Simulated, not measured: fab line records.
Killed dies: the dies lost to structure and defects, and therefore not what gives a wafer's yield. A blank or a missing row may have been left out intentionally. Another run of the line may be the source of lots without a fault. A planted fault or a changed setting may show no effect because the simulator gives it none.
Which tool did it? ; flow n5 finfet ; Sampling: 9 lots, 27 wafers, 7 of 1938 route steps

== WHAT THE GAUGES SHOWED, per wafer ==
N5_MOL_CONTACT_COAG_OVL_MEAS_41.
lot;measured;on;VD_OVL (nm)
L669;day 5 20:10;overlay-01;-1.2 -0.7 -0.5
L670;day 6 02:22;overlay-02;-0.9 -2.8 -0.6
L672;day 6 13:14;overlay-02;-0.4 -0.3 -0.2
L673;day 7 00:20;overlay-02;-0.5 -0.7 -0.3
L678;day 8 07:53;overlay-02;-0.6 -1.1 0.0
L679;day 8 13:28;overlay-02;0.0 0.6 -0.6
L682;day 9 02:49;overlay-02;-0.2 0.0 0.2
L688;day 10 17:28;overlay-02;0.0 1.0 0.5
L689;day 10 22:37;overlay-02;-0.5 0.0 -0.5

N5_MOL_CONTACT_COAG_INSPECT_97: inspects for defects (darkfield).
lot;measured;on;raw defect count
L669;day 6 01:52;defect inspect-01;51 53 52
L670;day 6 09:01;defect inspect-01;28 26 25
L672;day 6 17:58;defect inspect-01;48 28 36
L673;day 7 05:26;defect inspect-02;34 44 25
L678;day 8 12:36;defect inspect-01;35 44 25
L679;day 8 18:31;defect inspect-01;76 30 41
L682;day 9 07:33;defect inspect-01;56 96 70
L688;day 10 22:26;defect inspect-02;29 38 76
L689;day 11 03:30;defect inspect-01;52 28 35

N5_BEOL_M0_SAQP_THK_MEAS_05.
lot;measured;on;thk nm (nm)
L669;day 6 03:33;film metro-01;60.3 59.2 61.2
L670;day 6 10:38;film metro-01;60.8 59.8 61.1
L672;day 6 19:19;film metro-01;50.5 51.4 51.7
L673;day 7 07:37;film metro-01;49.7 50.3 51.5
L678;day 8 13:23;film metro-01;59.3 59.8 60.1
L679;day 8 20:17;film metro-01;58.5 60.1 59.8
L682;day 9 09:35;film metro-01;58.8 59.8 60.6
L688;day 10 23:45;film metro-01;59.3 59.4 58.9
L689;day 11 04:55;film metro-01;57.6 57.4 59.0

N5_BEOL_M4_RC_MEAS_101.
lot;measured;on;DIBL_N (mV/V);DIBL_P (mV/V);IOFF_N (nA/um);IOFF_P (nA/um);ION_N (uA/um);ION_P (uA/um);SS_N (mV/dec);SS_P (mV/dec);VT_N (mV);VT_P (mV)
L669;day 8 07:02;prober-01;38.2 34.5 37.9;40.1 34.8 39.2;0.21 0.14 0.23;0.22 0.16 0.23;699 670 703;462 454 472;72.3 70.7 72.0;73.7 73.0 73.6;245 252 246;-251 -253 -250
L670;day 8 11:29;prober-01;38.7 37.9 39.3;39.2 38.7 41.2;0.19 0.18 0.21;0.25 0.24 0.31;684 680 684;468 468 468;71.9 72.0 72.5;74.3 73.4 74.8;246 245 245;-246 -248 -247
L672;day 8 18:54;prober-02;30.5 38.6 37.9;28.5 40.2 38.6;0.08 0.21 0.20;0.11 0.25 0.22;647 664 683;444 456 463;70.0 72.3 72.4;72.0 74.9 74.4;257 248 248;-259 -253 -251
L673;day 9 15:49;prober-02;39.7 41.1 41.0;40.3 40.2 41.1;0.22 0.22 0.23;0.27 0.25 0.27;696 664 691;471 456 469;72.1 71.5 72.2;74.9 73.9 74.3;244 246 244;-250 -250 -247
L678;day 10 19:25;prober-02;36.0 38.7 38.1;35.3 39.5 38.7;0.16 0.22 0.21;0.18 0.26 0.25;662 697 681;443 474 458;71.3 72.4 71.9;72.8 75.4 74.5;249 243 244;-253 -246 -249
L679;day 11 02:58;prober-02;33.8 36.5 32.0;33.3 36.7 31.2;0.12 0.15 0.10;0.21 0.27 0.18;645 659 656;455 468 461;70.3 71.6 70.1;72.8 73.7 72.2;253 252 255;-248 -247 -248
L682;day 11 20:58;prober-02;38.9 35.0 36.6;41.8 36.9 38.8;0.22 0.15 0.17;0.27 0.19 0.22;699 680 678;471 470 462;72.3 71.7 72.0;74.2 73.0 73.4;248 249 248;-247 -248 -247
L688;day 13 15:09;prober-02;34.2 34.4 36.8;34.1 35.3 37.6;0.13 0.13 0.17;0.16 0.18 0.21;643 671 685;441 459 456;72.1 71.4 72.5;72.9 73.7 74.1;254 253 248;-256 -255 -252
L689;day 13 16:32;prober-01;37.5 37.0 37.4;38.1 37.6 38.8;0.20 0.18 0.21;0.27 0.27 0.29;678 678 691;460 468 465;72.5 71.6 72.0;73.3 73.6 72.6;244 248 245;-244 -244 -242

== WHAT TOOL EACH LOT RAN ON (gives the tool, then ch and the chambers of the sampled wafers, and finally the start) ==
lot;N5_BEOL_M0_SAQP_PECVD_00;N5_BEOL_M0_SAQP_PECVD_04;N5_BEOL_M0_SAQP_MANDREL_ETCH_20
L669;pecvd-02 ch 0,2, day 6 02:13;pecvd-03 ch 0,1, day 6 03:28;rie si-05 ch 0,1,3, day 6 04:24
L670;pecvd-02 ch 0,1, day 6 09:22;pecvd-03 ch 0,2, day 6 10:32;rie si-06 ch 0,1,3, day 6 11:22
L672;pecvd-04 ch 0,2, day 6 18:18;pecvd-03 ch 1,2, day 6 19:13;rie si-05 ch 2,3, day 6 20:10
L673;pecvd-03 ch 0,1, day 7 05:44;pecvd-03 ch 1,2, day 7 07:32;rie si-02 ch 0,1,3, day 7 08:20
L678;pecvd-03 ch 0,1, day 8 12:56;pecvd-04 ch 0,1,2, day 8 13:17;rie si-02 ch 2,3, day 8 14:22
L679;pecvd-02 ch 0,1,2, day 8 18:50;pecvd-02 ch 0,2, day 8 20:11;rie si-05 ch 0,1,2, day 8 21:07
L682;pecvd-02 ch 0,1,2, day 9 07:53;pecvd-02 ch 0,2, day 9 09:28;rie si-06 ch 2,3, day 9 10:20
L688;pecvd-02 ch 0,1,2, day 10 22:43;pecvd-02 ch 0,1, day 10 23:39;rie si-06 ch 0,1,2, day 11 00:41
L689;pecvd-02 ch 0,1,2, day 11 03:50;pecvd-04 ch 0,1,2, day 11 04:49;rie si-02 ch 0,1,2, day 11 05:45
- N5_BEOL_M0_SAQP_PECVD_00: deposits SiCN from 3MS/NH3, target thk 8 nm, time 14 s.
- N5_BEOL_M0_SAQP_PECVD_04: deposits a-Si from SiH4/He, target thk 60 nm, time 60.2 s.
- N5_BEOL_M0_SAQP_MANDREL_ETCH_20: etches a-Si in HBr/Cl2, stops on SiNx, target depth 60 nm, bt time 10 s, time 30 s.

== WHAT THE TOOLS THEMSELVES READ (means of the sampled wafers that have a number; where no wafer has one, the mark that the record gives instead) ==
N5_BEOL_M0_SAQP_PECVD_00.
lot;tool;showerhead plenum p Torr (Torr);showerhead vpp V (V);throttle valve pct (%)
L669;pecvd-02;3.666;908;9.9
L670;pecvd-02;3.658;906;9.7
L672;pecvd-04;3.669;925;8.4
L673;pecvd-03;3.661;837;9.3
L678;pecvd-03;3.660;841;9.3
L679;pecvd-02;3.666;906;9.6
L682;pecvd-02;3.672;895;9.5
L688;pecvd-02;3.664;911;9.7
L689;pecvd-02;3.666;906;9.8

N5_BEOL_M0_SAQP_PECVD_04.
lot;tool;heater power w (W);showerhead plenum p Torr (Torr);showerhead vpp V (V);throttle valve pct (%)
L669;pecvd-03;542;5.64;590;19.0
L670;pecvd-03;578;5.68;614;17.7
L672;pecvd-03;560;5.66;637;18.0
L673;pecvd-03;564;5.64;614;19.2
L678;pecvd-04;599;5.65;655;17.4
L679;pecvd-02;658;5.67;645;20.1
L682;pecvd-02;632;5.66;649;20.1
L688;pecvd-02;665;5.66;651;19.9
L689;pecvd-04;632;5.66;645;17.5

N5_BEOL_M0_SAQP_MANDREL_ETCH_20.
lot;tool;drypump motor current A (A);oes product au (a.u.);throttle valve pct (%)
L669;rie si-05;5.7;0.775;35.7
L670;rie si-06;5.6;0.785;35.5
L672;rie si-05;6.0;0.710;35.2
L673;rie si-02;5.7;0.696;35.8
L678;rie si-02;5.5;0.760;35.6
L679;rie si-05;5.6;0.768;35.3
L682;rie si-06;6.2;0.769;35.6
L688;rie si-06;5.3;0.762;35.2
L689;rie si-02;5.9;0.738;35.3

== THE ANSWER, worked out from the rows above alone ==
Rule: the lots themselves supply what counts as usual. The widest of any qualifying gaps counts: lots, ordered by their means at a reading, are off when they make up no more than a third of the lots, leave a main group of 4 or more, and stand apart from it by 3 or more times the standard deviation of that group's means. If all means in a main group match to the digits the tables above print for the reading, that group is not used. A lot without any number at a reading at which 4 lots or more have one is off too. All remaining lots with rows at the step are treated as sound. Order of review: gauges by route order, followed by the tools' own readings, for which a lot's mean as printed above is used. The first step at which some lot is off is used, and at that step the reading that is off furthest; a lot without a number counts as furthest.
Off at N5_BEOL_M0_SAQP_THK_MEAS_05 (thk nm): L672, L673. The main group has a mean of 59.6 nm with a standard deviation of 0.77.
If a tool, at a process step before that reading, ran all the lots that are off and no sound lot after the first of them, it fits. The gauges at N5_BEOL_M0_SAQP_THK_MEAS_05 are tried like those tools. One candidate fits, namely pecvd-03 at N5_BEOL_M0_SAQP_PECVD_04. A fault onset in the window from L670 (day 6 10:32, its last sound lot) to L672 (day 6 19:13, its first lot off) fits.

== WHAT THE SIMULATOR HAD PUT IN ==
Site profile drift: pecvd-03, from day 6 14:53 on, at N5_BEOL_M0_SAQP_PECVD_04. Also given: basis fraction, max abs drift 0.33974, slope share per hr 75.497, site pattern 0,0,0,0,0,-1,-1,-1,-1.
Struck lots among those shown: L672, L673. Same finding as the rule above.
